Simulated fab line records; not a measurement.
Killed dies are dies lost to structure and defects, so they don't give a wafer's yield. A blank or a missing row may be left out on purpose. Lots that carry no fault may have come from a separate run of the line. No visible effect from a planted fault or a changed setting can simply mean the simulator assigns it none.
fab line records | flow nand-harc
record: lots: 10 wafers: 30 last-day: 23
route steps=1159 shown A_CHANNEL_HOLE_D1@466 END@1159
lots with no fault: from the same line, run without faults
start-h: start of the lot's first displayed wafer, in hours after the record's first day | wait-h: hours elapsed since this lot's preceding step | " as in the row above | L1.1+2: one row covering several wafers at once | - no value, or no start given | * or withheld: withheld | < > ~ a bound
route shown NAME@n: NAME is a module with steps in the file, n the number in the route of the first one | usual: mean and standard deviation over wafers with no fault | same: alike in all rows | chamber/n: place in a boat | sites: the reading at each site | _std_site: the standard deviation of these | _edge_site: outer sites' mean less inner sites' | radius-mm: for every site, how far away it sits from the centre of the wafer | mask NAME#n: copy n | behind: tool/chamber where the wafer was last shaped | hold: reason for holding the lot/hours on hold/outcome of the hold | device: whichever transistor did not switch (one of n, p or np) | end of line: the route-end tests of the same wafers | step lacking rows: just its recipe | killed: count of dies lost to structure and defects at first sort (not the wafer's yield) | map: dies across one wafer; x = killed, . = not, _ = none there
set.NAME: setting as actually run; set.NAME@STEP: the setting as run at that earlier step | model.NAME: the simulator's own value behind a step, which no gauge read
one table for each step of the route and one row for each wafer, over a sample of lots
services: a tool's chamber out of use, with start hour (start-h, from the record's first day; less than 0 if before it), hours out, and reason
== steps ==
step: NHARC_A_CHANNEL_HOLE_D1_ETCH_38
recipe: target-depth-a: 390 over-etch-frac: 0.3 time-s: 65 ion-energy-ev: 80 cf4-flow-sccm: 150 ar-flow-sccm: 0 rf-w: 300 bias-w: 100 chemistry: CF4
usual: drypump-motor-current-A: 5.8/0.45 oes-product-au: 0.999/0.0084 rf-fwd-power-W: 297.0/1.1 rf-vpp-V: 151.7/1.2 run-length-s: 86.2/0.49 showerhead-plenum-p-Torr: 1.79/0.07 throttle-valve-pct: 13.283/0.0098
columns lot.wafer tool chamber start-h wait-h drypump-motor-current-A oes-product-au rf-fwd-power-W rf-hours-counter-h rf-vpp-V run-length-s showerhead-plenum-p-Torr throttle-valve-pct
L162.3 rie-diel-13 1 190.30 0.1 5.9 0.997 296.3 8 153.1 86.1 1.77 13.291
L162.6 " 1 " " 5.9 0.995 295.4 - 152.0 85.9 1.77 13.276
L162.5 " 2 " " 6.2 1.005 297.6 - 152.9 85.4 1.89 13.277
L163.4 rie-diel-12 0 190.66 0.1 4.9 1.002 297.6 9 152.0 85.6 1.85 13.286
L163.2 " 1 " " 6.0 1.004 297.5 9 150.5 86.8 1.74 13.276
L163.5 " 3 " " 5.5 0.999 297.3 - 150.1 86.2 1.77 13.284
L165.4 rie-diel-12 2 197.00 0.1 6.2 0.997 297.7 9 151.4 86.0 1.75 13.288
L165.1 " 3 " " 5.5 0.995 296.5 10 149.9 86.2 1.77 13.280
L165.6 " 2 " " 6.2 0.988 296.2 - 151.9 85.8 1.74 13.282
L169.3 rie-diel-12 0 221.01 0.1 4.9 0.993 297.2 0 150.9 85.5 1.85 13.284
L169.4 " 1 " " 6.0 0.996 297.1 0 151.0 87.1 1.74 13.303
L169.6 " 0 " " 4.9 1.006 296.7 - 152.1 85.5 1.85 13.277
L170.1 rie-diel-13 0 225.33 0.1 4.7 0.989 296.7 10 151.7 85.9 1.75 13.286
L170.6 " 2 " " 6.2 0.997 298.9 - 150.9 85.4 1.89 13.273
L170.5 " 3 " " 5.8 1.005 297.5 - 151.2 86.7 1.80 13.282
L171.1 rie-diel-01 1 236.42 0.1 6.0 1.002 295.4 6 152.1 86.7 1.80 13.274
L171.5 " 2 " " 6.0 1.007 297.8 - 153.0 85.6 1.87 13.287
L171.6 " 3 " " 5.8 0.988 297.1 - 148.3 86.6 1.65 13.285
L174.3 rie-diel-12 0 247.19 0.1 4.9 1.007 296.0 2 152.5 86.0 1.85 13.280
L174.4 " 1 " " 6.0 0.997 296.2 - 150.9 86.7 1.74 13.293
L174.5 " 3 " " 5.5 1.003 - - 150.3 70.3 1.77 13.285
L173.1 rie-diel-01 1 257.50 0.1 6.0 0.995 295.9 9 152.3 86.3 1.80 13.288
L173.2 " 2 " " 6.0 1.011 297.4 7 152.2 85.9 1.87 13.298
L173.3 " 3 " " 5.8 0.993 298.4 8 150.0 86.9 1.65 13.304
L178.3 rie-diel-13 2 273.97 0.1 6.3 1.001 297.0 14 151.8 85.6 1.89 13.291
L178.4 " 1 " " 5.9 1.007 295.8 14 150.9 85.8 1.76 13.280
L178.5 " 3 " " 5.8 0.996 298.1 - 152.3 86.7 1.80 13.299
L177.2 rie-diel-01 3 275.38 0.1 5.9 0.988 297.6 10 149.1 87.1 1.65 13.289
L177.4 " 1 " " 6.0 0.993 294.3 10 153.4 86.9 1.80 13.279
L177.5 " 3 " " 5.9 0.984 297.5 - 150.4 86.6 1.65 13.292
step: NHARC_A_CHANNEL_HOLE_D1_ETCH_39
recipe: target-depth-a: 2600 over-etch-frac: 0.3 time-s: 325 ion-energy-ev: 200 n2-flow-sccm: 150 h2-flow-sccm: 150 ar-flow-sccm: 0 rf-w: 400 bias-w: 150 chemistry: N2/H2
usual: drypump-motor-current-A: 5.8/0.45 n2-flow-sccm: 150.0/0.48 oes-product-au: 1.000/0.009 rf-fwd-power-W: 399.1/1.3 rf-vpp-V: 431.4/2.6 run-length-s: 346.2/0.49 showerhead-plenum-p-Torr: 2.07/0.09 throttle-valve-pct: 14.171/0.0092
columns lot.wafer tool chamber start-h wait-h drypump-motor-current-A n2-flow-sccm oes-product-au rf-fwd-power-W rf-hours-counter-h rf-vpp-V run-length-s showerhead-plenum-p-Torr throttle-valve-pct
L162.3 rie-diel-13 0 - - 4.6 149.4 1.000 399.5 8 430.5 345.8 2.02 14.172
L162.6 " 2 " " 6.3 149.5 0.985 397.5 - 434.7 346.0 2.20 14.158
L162.5 " 3 " " 5.8 150.3 0.991 400.4 - 432.3 346.8 2.09 14.180
L163.2 rie-diel-12 0 - - 4.9 149.3 1.000 399.6 9 433.6 345.9 2.14 14.175
L163.4 " 2 " " 6.2 149.8 0.991 400.9 9 430.9 345.8 2.01 14.194
L163.5 " 3 " " 5.5 150.6 1.000 399.4 - 434.0 346.1 2.05 14.169
L165.4 rie-diel-12 2 - - 6.2 149.9 0.985 396.4 9 430.1 346.0 2.01 14.162
L165.1 " 3 " " 5.5 150.3 1.000 398.1 10 430.2 346.2 2.05 14.184
L165.6 " 1 " " 6.0 149.5 1.010 398.0 - 428.9 347.1 2.01 14.160
L169.4 rie-diel-12 2 - - 6.2 149.7 1.010 397.5 0 429.7 345.9 2.01 14.167
L169.3 " 0 " " 4.9 150.6 0.989 398.6 0 434.1 345.4 2.14 14.167
L169.6 " 2 " " 6.2 149.6 1.004 397.7 - 429.3 346.3 2.01 14.182
L170.1 rie-diel-13 1 - - 5.9 149.5 0.995 400.9 11 429.2 346.0 2.03 14.157
L170.6 " 1 " " 5.9 149.5 0.989 400.3 - 430.9 346.1 2.04 14.178
L170.5 " 2 " " 6.3 151.0 1.003 399.6 - 433.7 346.0 2.20 14.171
L171.1 rie-diel-01 0 - - 6.1 149.8 0.999 398.3 6 435.0 345.4 2.19 14.167
L171.5 " 1 " " 6.0 149.8 1.001 399.2 - 431.6 346.2 2.08 14.164
L171.6 " 2 " " 6.1 149.2 1.010 397.6 - 433.8 345.6 2.16 14.166
L174.3 rie-diel-12 3 - - 5.5 150.3 1.007 398.3 2 431.5 346.3 2.05 14.181
L174.4 " 0 " " 4.9 150.4 1.010 399.7 - 432.4 346.2 2.14 14.167
L174.5 " 3 " " 5.5 150.0 1.017 400.6 - 430.4 346.4 2.05 14.164
L173.2 rie-diel-01 2 - - 6.0 150.0 1.009 400.2 7 435.5 345.6 2.16 14.180
L173.3 " 3 " " 5.8 150.1 1.004 397.5 8 426.5 346.5 1.89 14.171
L173.1 " 0 " " 6.1 150.1 1.002 396.9 9 436.1 345.7 2.19 14.154
L178.4 rie-diel-13 3 - - 5.8 149.2 0.993 398.6 14 430.4 346.5 2.08 14.178
L178.3 " 0 " " 4.7 149.7 1.005 398.5 14 429.8 345.7 2.02 14.173
L178.5 " 2 " " 6.3 151.0 0.997 399.1 - 433.8 345.5 2.20 14.177
L177.2 rie-diel-01 1 - - 6.0 149.8 1.004 398.9 10 431.5 346.7 2.08 14.160
L177.4 " 3 " " 5.8 150.2 0.987 401.5 10 425.6 346.8 1.89 14.173
L177.5 " 2 " " 6.0 150.1 1.003 397.2 - 433.7 345.6 2.16 14.169
step: NHARC_A_CHANNEL_HOLE_D1_ETCH_16
recipe: target-depth-a: 31000 over-etch-frac: 0.3 time-s: 806 ion-energy-ev: 150 o2-flow-sccm: 400 cos-flow-sccm: 20 ar-flow-sccm: 0 rf-w: 500 bias-w: 300 chemistry: O2/COS
usual: cos-flow-sccm: 20.01/0.058 drypump-motor-current-A: 5.8/0.48 oes-product-au: 0.999/0.0092 rf-fwd-power-W: 499.8/1.5 rf-vpp-V: 314.9/2 run-length-s: 827.2/0.46 showerhead-plenum-p-Torr: 3.16/0.12 throttle-valve-pct: 28.330/0.0085
columns lot.wafer tool chamber start-h wait-h cos-flow-sccm drypump-motor-current-A oes-product-au rf-fwd-power-W rf-hours-counter-h rf-vpp-V run-length-s showerhead-plenum-p-Torr throttle-valve-pct
L162.3 rie-diel-13 3 - - 19.96 5.8 0.985 499.0 8 313.6 827.8 3.19 28.326
L162.5 " 1 " " 20.03 5.9 0.990 501.6 - 313.6 827.0 3.12 28.334
L162.6 " 2 " " 20.07 6.3 1.010 500.3 - 316.9 826.6 3.34 28.343
L163.4 rie-diel-12 0 - - 20.01 4.9 1.008 499.7 9 314.6 827.2 3.26 28.323
L163.2 " 2 " " 20.07 6.2 1.001 496.7 9 313.0 827.2 3.08 28.323
L163.5 " 3 " " 20.07 5.5 1.003 500.8 - 314.1 827.2 3.13 28.305
L165.1 rie-diel-12 2 - - 19.96 6.2 0.990 500.9 9 313.7 827.0 3.08 28.344
L165.4 " 3 " " 20.00 5.5 1.003 503.2 10 313.6 827.0 3.13 28.331
L165.6 " 2 " " 19.98 6.2 0.996 498.3 - 313.5 827.2 3.08 28.331
L169.3 rie-diel-12 0 - - 20.09 4.9 0.992 500.7 0 316.4 826.8 3.26 28.299
L169.4 " 2 " " 19.99 6.2 1.005 496.5 0 312.1 827.3 3.08 28.330
L169.6 " 0 " " 19.98 4.9 0.998 500.0 - 316.4 826.6 3.26 28.328
L170.1 rie-diel-13 3 - - 20.05 5.8 0.999 499.4 11 314.8 827.5 3.19 28.337
L170.6 " 0 " " 19.99 4.7 0.995 500.8 - 314.3 826.9 3.09 28.343
L170.5 " 1 " " 20.00 5.9 0.996 497.3 - 315.1 826.8 3.11 28.328
L171.1 rie-diel-01 3 - - 20.01 5.9 0.983 501.9 7 310.2 827.5 2.91 28.335
L171.6 " 3 " " 19.91 5.9 0.993 499.1 - 311.0 828.0 2.91 28.341
L171.5 " 0 " " 19.95 6.1 1.007 500.7 - 318.4 826.5 3.33 28.342
L174.3 rie-diel-12 1 - - 19.98 6.0 0.999 499.0 2 315.0 827.8 3.07 28.323
L174.4 " 3 " " 19.96 5.5 1.005 497.7 - 315.0 827.2 3.13 28.343
L174.5 " 0 " " 19.90 4.9 0.998 499.8 - 315.4 826.5 3.26 28.332
L173.2 rie-diel-01 1 - - 19.99 6.0 0.998 499.3 9 313.9 827.5 3.18 28.329
L173.3 " 2 " " 19.92 6.0 1.013 496.7 7 318.8 826.7 3.30 28.325
L173.1 " 0 " " 19.97 6.1 1.012 498.8 9 318.0 826.5 3.33 28.325
L178.4 rie-diel-13 0 - - 20.02 4.7 1.005 498.6 14 313.7 827.0 3.09 28.326
L178.3 " 1 " " 20.01 5.9 0.992 502.3 14 315.8 827.2 3.11 28.334
L178.5 " 3 " " 20.00 5.8 0.986 500.5 - 314.5 827.4 3.18 28.347
L177.2 rie-diel-01 0 - - 19.94 6.1 1.022 498.9 9 317.2 827.0 3.33 28.336
L177.4 " 3 " " 19.97 5.9 0.989 497.0 10 311.0 827.8 2.91 28.334
L177.5 " 0 " " 19.99 6.1 1.013 498.7 - 318.3 826.5 3.33 28.330
step: NHARC_A_CHANNEL_HOLE_D1_ETCH_20
recipe: bias-v: 3000 source-w: withheld pressure-mtorr: 20 time-s: 361.9 ar-flow-sccm: 375 c4f8-flow-sccm: 89.3 o2-flow-sccm: 35.7 temp-c: -20 target-depth-a: 16000 chemistry: C4F8/O2/Ar
usual: drypump-motor-current-A: 5.6/0.54 run-length-s: 346.9/0 showerhead-plenum-p-Torr: 3.71/0.063 throttle-valve-pct: 32.155/0.009
columns lot.wafer tool chamber start-h wait-h drypump-motor-current-A rf-hours-counter-h run-length-s showerhead-plenum-p-Torr throttle-valve-pct
L162.3 har-etch-02 0 191.67 0.2 5.0 - 346.9 3.74 32.156
L162.6 " 1 " " 6.4 - 346.9 3.65 32.152
L162.5 " 0 " " 5.0 - 346.9 3.74 32.150
L163.2 har-etch-01 1 191.91 0.1 5.7 193 346.9 3.81 32.156
L163.4 " 1 " " 5.7 - 346.9 3.81 32.154
L163.5 " 1 " " 5.7 - 346.9 3.81 32.156
L165.1 har-etch-01 1 198.26 0.1 5.7 197 346.9 3.81 32.136
L165.4 " 1 " " 5.7 - 346.9 3.81 32.160
L165.6 " 0 " " 5.2 - 346.9 3.68 32.150
L169.3 har-etch-01 0 222.32 0.2 5.2 - 346.9 3.68 32.171
L169.4 " 1 " " 5.7 - 346.9 3.81 32.170
L169.6 " 1 " " 5.7 - 346.9 3.81 32.159
L170.1 har-etch-01 1 226.58 0.1 5.6 212 346.9 3.80 32.163
L170.6 " 0 " " 5.2 - 346.9 3.68 32.155
L170.5 " 1 " " 5.7 - 346.9 3.80 32.161
L171.1 har-etch-02 0 237.62 0.1 5.0 128 346.9 3.72 32.162
L171.6 " 0 " " 5.0 - 346.9 3.72 32.150
L171.5 " 1 " " 6.4 - 346.9 3.64 32.160
L174.3 har-etch-02 0 248.69 0.2 5.0 - 346.9 3.72 32.148
L174.4 " 1 " " 6.4 - 346.9 3.63 32.161
L174.5 " 1 " " 6.4 - 346.9 3.63 32.152
L173.2 har-etch-01 0 258.70 0.1 5.1 226 346.9 3.67 32.141
L173.1 " 1 " " 5.7 226 346.9 3.79 32.129
L173.3 " 0 " " 5.1 - 346.9 3.67 32.153
L178.4 har-etch-01 1 275.28 0.2 5.7 - 346.9 3.79 32.162
L178.3 " 0 " " 5.2 - 346.9 3.66 32.164
L178.5 " 0 " " 5.2 - 346.9 3.66 32.137
L177.2 har-etch-01 0 279.38 0.1 5.2 237 346.9 3.66 32.160
L177.4 " 0 " " 5.2 - 346.9 3.66 32.164
L177.5 " 0 " " 5.2 - 346.9 3.66 32.150
step: NHARC_END_SORT_01
recipe: temp-c: 25
usual: killed-at-array: 29/11 killed-at-other: 0.7/1.1 killed-at-periphery: 3.1/2 killed-dies: 33/11 killed-open: 3.5/1.8 killed-short: 2.0/1.4
same: gross-dies: 677
columns lot.wafer tool chamber start-h wait-h killed-at-array killed-at-other killed-at-periphery killed-dies killed-open killed-short
L174.3 prober-02 0 519.80 3.1 28 0 2 30 3 3
L174.4 prober-02 0 520.60 3.4 34 0 1 35 3 5
L174.5 prober-02 0 521.41 3.7 59 1 0 60 2 4
killed by level:class
L174.3 A_SLIT:chamber-film-flake=12 A_CHANNEL_HOLE_D1:chamber-film-flake=4 A_STAIRCASE:chamber-film-flake=4 A_SGD_CUT:geometric-particle:short=2 A_CONTACT:chamber-film-flake=2 P_CONTACT:geometric-particle:open=1 A_CHANNEL_HOLE_D1:geometric-particle:open=1 A_CHANNEL_FILL_D1:geometric-particle:short=1
L174.4 A_SLIT:chamber-film-flake=13 A_STAIRCASE:chamber-film-flake=8 A_CHANNEL_HOLE_D1:chamber-film-flake=3 A_WL_FILL:chamber-film-flake=2 P_CONTACT:geometric-particle:open=1 A_ONON_D1:geometric-particle:short=1 A_ONON_D1:geometric-particle:open=1 A_SGD_CUT:geometric-particle:short=1
L174.5 A_CHANNEL_HOLE_D1:area-etch=20 A_SLIT:chamber-film-flake=18 A_STAIRCASE:chamber-film-flake=8 A_CHANNEL_HOLE_D1:chamber-film-flake=6 A_CHANNEL_FILL_D1:geometric-particle:short=2 A_SGD_CUT:geometric-particle:short=2 A_CHANNEL_HOLE_D1:geometric-particle:open=1 A_SGD_CUT:geometric-particle:open=1
== services ==
columns tool chamber start-h hours kind
rie-diel-12 0 181.40 - clean
rie-diel-12 1 181.40 - clean
rie-diel-12 2 181.40 - clean
rie-diel-12 3 181.40 - clean
rie-diel-12 - 202.40 9.0 pm
rie-diel-12 0 202.40 9.0 vent-cycle
rie-diel-12 1 202.40 9.0 vent-cycle
rie-diel-12 2 202.40 9.0 vent-cycle
rie-diel-12 3 202.40 9.0 vent-cycle
rie-diel-12 0 211.40 - clean
rie-diel-12 1 211.40 - clean
rie-diel-12 2 211.40 - clean
rie-diel-12 3 211.40 - clean
rie-diel-01 2 217.22 9.7 repair
rie-diel-12 0 235.90 - clean
rie-diel-12 1 235.90 - clean
rie-diel-12 2 235.90 - clean
rie-diel-12 3 235.90 - clean
rie-diel-12 2 245.34 5.4 repair
rie-diel-12 0 260.40 - clean
rie-diel-12 1 260.40 - clean
rie-diel-01 0 263.99 8.1 repair
rie-diel-13 - 276.00 9.0 pm
rie-diel-01 1 278.15 5.3 repair
== key ==
first-sign: step: NHARC_A_CHANNEL_HOLE_D1_ETCH_38 reading: run-length-s direction: down sigmas: 33 usual: * struck: *
more-kills-born-at: NHARC_A_CHANNEL_HOLE_D1_ETCH_38@rie-diel-12: 20
met-at NHARC_A_CHANNEL_HOLE_D1_ETCH_38
struck-lots L174
struck-wafers L174.5
tester-left-out L174
not-acting-at NHARC_A_CHANNEL_HOLE_D1_ETCH_39,NHARC_A_CHANNEL_HOLE_D1_ETCH_16,NHARC_A_CHANNEL_HOLE_D1_ETCH_20
onset-between 221.01 247.19
fault: kind: process-parameter-drift tool: rie-diel-12 chamber: - onset-h: 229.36 steps: NHARC_A_CHANNEL_HOLE_D1_ETCH_38 channel: time-s offset: * shape: step end-h: 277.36 scope: struck-wafers-only acts-in: * stated: *
tester-left-out: of these lots the tester's yield and bins aren't shown, on N5 and GAA mostly nor the transistor test; their killed dies are dies lost to structure and defects alone, not to doping, threshold or leakage, so they don't give the yield
